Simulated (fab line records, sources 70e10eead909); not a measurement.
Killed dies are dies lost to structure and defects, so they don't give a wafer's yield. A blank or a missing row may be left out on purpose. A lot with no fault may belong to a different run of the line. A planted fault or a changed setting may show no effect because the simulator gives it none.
The same fault as seen by 2 desks :: flow nand_harc :: numbers are kept per desk, each desk with only its own; the story behind them comes last

AT THE METROLOGY DESK
Lot by lot, what the gauges showed, no matter which tool ran the lot: averages of those sampled wafers that carry a number. A lot is out of limits, marked OUT, if its mean lies more than 4 standard deviations from the usual mean; the brackets give that distance.
Columns: A = cd_nm at NHARC_A_CHANNEL_HOLE_D1_CD_MEAS_10, usual 100.1 nm; B = cd_nm at NHARC_A_CHANNEL_HOLE_D1_CD_MEAS_30, usual 90.0 nm
lot: L875
first seen here: day 8 08:02
A: 100.8
B: 91.0

lot: L882
first seen here: day 9 22:46
A: 103.1 (+8.3) OUT
B: 94.2 (+5.4) OUT

lot: L883
first seen here: day 10 05:56
A: 103.9 (+11) OUT
B: 93.3 (+4.4) OUT

lot: L884
first seen here: day 10 14:52
A: 102.5 (+6.6) OUT
B: 92.9

lot: L890
first seen here: day 12 04:50
A: 100.6
B: 89.2

lot: L891
first seen here: day 12 15:35
A: 100.1
B: 90.1

lot: L896
first seen here: day 13 04:44
A: 100.0
B: 89.0

lot: L895
first seen here: day 13 05:50
A: 99.8
B: 88.7

lot: L897
first seen here: day 13 15:16
A: 99.9
B: 89.5

lot: L898
first seen here: day 14 01:09
A: 100.1
B: 89.8
This desk finds L882, L883, L884 out of limits, L882 being first, at day 9 22:46 (cd_nm at NHARC_A_CHANNEL_HOLE_D1_CD_MEAS_10). L875, L890, L891, L896, L895, L897, L898 stayed within limits.

DESK OF THE TOOL OWNER: litho_track-04
The tool's own readings at NHARC_A_CHANNEL_HOLE_D1_PEB_08 (peb time 65 s): means of the sampled wafers that have a number, for each lot that ran on this tool. A lot is out of limits, marked OUT, if its mean lies more than 4 standard deviations from the usual mean; the brackets give that distance.
Columns: A = plate_temp_C at NHARC_A_CHANNEL_HOLE_D1_PEB_08, usual 99.99 C
lot: L875
first seen here: day 8 07:58
A: 100.00

lot: L882
first seen here: day 9 22:41
A: 99.98

lot: L883
first seen here: day 10 05:51
A: 100.12

lot: L884
first seen here: day 10 14:47
A: 99.90

lot: L897
first seen here: day 13 15:11
A: 99.86
Finding of this desk: none of the 5 lots has anything out of limits.

TAKEN TOGETHER
On L882, L883, L884, the metrology desk was in a position to raise an alarm at day 9 22:46.
The tool owner's desk saw nothing out of limits.
The tool owner's desk has L882, L883, L884 on record, within its limits.
NHARC_A_CHANNEL_HOLE_D1_PEB_08 was run on litho_track-04 by each of the lots named.

WHAT THE SIMULATOR PUT IN
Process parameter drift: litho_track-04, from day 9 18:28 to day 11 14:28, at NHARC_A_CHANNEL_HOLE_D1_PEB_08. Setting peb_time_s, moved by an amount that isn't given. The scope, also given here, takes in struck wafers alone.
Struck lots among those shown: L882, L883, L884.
Per desk, hours elapsed from the start of the fault to the first reading out of limits: for the metrology desk, 4.
